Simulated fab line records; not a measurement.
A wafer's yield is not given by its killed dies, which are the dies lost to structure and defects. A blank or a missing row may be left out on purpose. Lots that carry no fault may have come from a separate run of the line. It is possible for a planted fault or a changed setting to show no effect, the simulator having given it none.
One fault through the eyes of 3 desks || flow nand harc || only its own numbers are on each desk; what lay behind them is given at the end

## AT THE METROLOGY DESK
What the gauges read for every lot (on any tool): the sampled wafers with a number, averaged. The brackets show how far a lot's mean lies from the usual mean; more than 4 standard deviations puts the lot out of limits, marked OUT.
Columns: A = cd nm at NHARC_P_STI_CD_MEAS_16, usual 200.4 nm; B = trench depth nm at NHARC_P_STI_OCD_MEAS_17, usual 301 nm; C = trench foot cd nm at NHARC_P_STI_OCD_MEAS_17, usual 158.5 nm
{"lot": "L219", "first seen here": "day 3 09:53", "A": 199.8, "B": 305, "C": 157.3}
{"lot": "L221", "first seen here": "day 4 02:53", "A": 198.6, "B": 302, "C": 156.9}
{"lot": "L223", "first seen here": "day 4 21:05", "A": 197.6, "B": 301, "C": 156.2}
{"lot": "L224", "first seen here": "day 5 07:49", "A": 200.2, "B": 299, "C": 158.4}
{"lot": "L227", "first seen here": "day 6 13:52", "A": 200.4, "B": 299, "C": 159.7}
{"lot": "L228", "first seen here": "day 6 23:24", "A": 201.7, "B": 305, "C": 158.9}
{"lot": "L229", "first seen here": "day 7 08:52", "A": 201.7, "B": 295, "C": 159.9}
{"lot": "L230", "first seen here": "day 7 20:35", "A": 198.7, "B": 297, "C": 157.7}
{"lot": "L231", "first seen here": "day 8 06:02", "A": 202.2, "B": 302, "C": 158.9}
{"lot": "L236", "first seen here": "day 10 06:51", "A": 201.7, "B": 310, "C": 157.9}
{"lot": "L239", "first seen here": "day 11 12:40", "A": 199.8, "B": 299, "C": 158.6}
{"lot": "L241", "first seen here": "day 12 09:14", "A": 201.2, "B": 296, "C": 158.3}
This desk's verdict: no lot among the 12 shows anything out of limits.

## THE DEFECT DESK
For each lot, the counts of the inspections along the route, averaged over the sampled wafers that have a number. The brackets show how far a lot's mean lies from the usual mean; more than 4 standard deviations puts the lot out of limits, marked OUT.
Columns: A = raw defect count at NHARC_P_GATE_INSPECT_28, usual 5.7; B = raw defect count at NHARC_P_GATE_INSPECT_68, usual 188
{"lot": "L219", "first seen here": "day 5 11:07", "A": 4.0, "B": 175}
{"lot": "L221", "first seen here": "day 6 01:23", "A": 3.0, "B": 147}
{"lot": "L223", "first seen here": "day 7 01:20", "A": 4.7, "B": 176}
{"lot": "L224", "first seen here": "day 7 12:49", "A": 5.7, "B": 139}
{"lot": "L227", "first seen here": "day 8 15:37", "A": 3.7, "B": 284}
{"lot": "L228", "first seen here": "day 9 08:37", "A": 4.7, "B": 257}
{"lot": "L229", "first seen here": "day 9 15:48", "A": 8.3, "B": 242}
{"lot": "L230", "first seen here": "day 10 01:47", "A": 7.0, "B": 162}
{"lot": "L231", "first seen here": "day 10 05:38", "A": 2.3, "B": 277}
{"lot": "L236", "first seen here": "day 12 08:53", "A": 8.0, "B": 99}
{"lot": "L239", "first seen here": "day 13 14:03", "A": "242.3 (+85) OUT", "B": 422}
{"lot": "L241", "first seen here": "day 14 20:47", "A": "256.7 (+90) OUT", "B": 386}
This desk finds L239, L241 out of limits, L239 being first, at day 13 14:03 (raw defect count at NHARC_P_GATE_INSPECT_28). In limits: L219, L221, L223, L224, L227, L228, L229, L230, L231, L236.

## TOOL OWNER'S DESK, wet bench-09
The tool's own readings at NHARC_P_GATE_STRIP_15 (strips in SPM, time 780 s): means of the sampled wafers that have a number, for each lot that ran on this tool. The brackets show how far a lot's mean lies from the usual mean; more than 4 standard deviations puts the lot out of limits, marked OUT.
Columns: A = temp c at NHARC_P_GATE_STRIP_15, usual 129.99 C
{"lot": "L223", "first seen here": "day 6 07:04", "A": 130.03}
{"lot": "L224", "first seen here": "day 6 23:23", "A": 130.06}
{"lot": "L227", "first seen here": "day 8 02:03", "A": 130.01}
{"lot": "L231", "first seen here": "day 9 15:31", "A": 130.00}
{"lot": "L239", "first seen here": "day 12 23:44", "A": 129.99}
{"lot": "L241", "first seen here": "day 13 22:23", "A": 129.99}
This desk's verdict: no lot among the 6 shows anything out of limits.

## BROUGHT TOGETHER
The defect desk could have raised an alarm at day 13 14:03, on L239, L241.
At the metrology desk, nothing out of limits was observed.
The desk of the tool owner found nothing out of limits.
The metrology desk has L239, L241 on record, within its limits.
On record at the tool owner's desk: L239, L241, within its limits.
On wet bench-09, each named lot ran NHARC_P_GATE_STRIP_15.

## WHAT WAS PUT IN BY THE SIMULATOR
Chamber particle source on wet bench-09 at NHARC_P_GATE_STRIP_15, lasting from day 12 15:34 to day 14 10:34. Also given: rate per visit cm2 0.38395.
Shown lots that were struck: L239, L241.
Hours from the fault's start to each desk's first reading out of limits: the defect desk, 22.
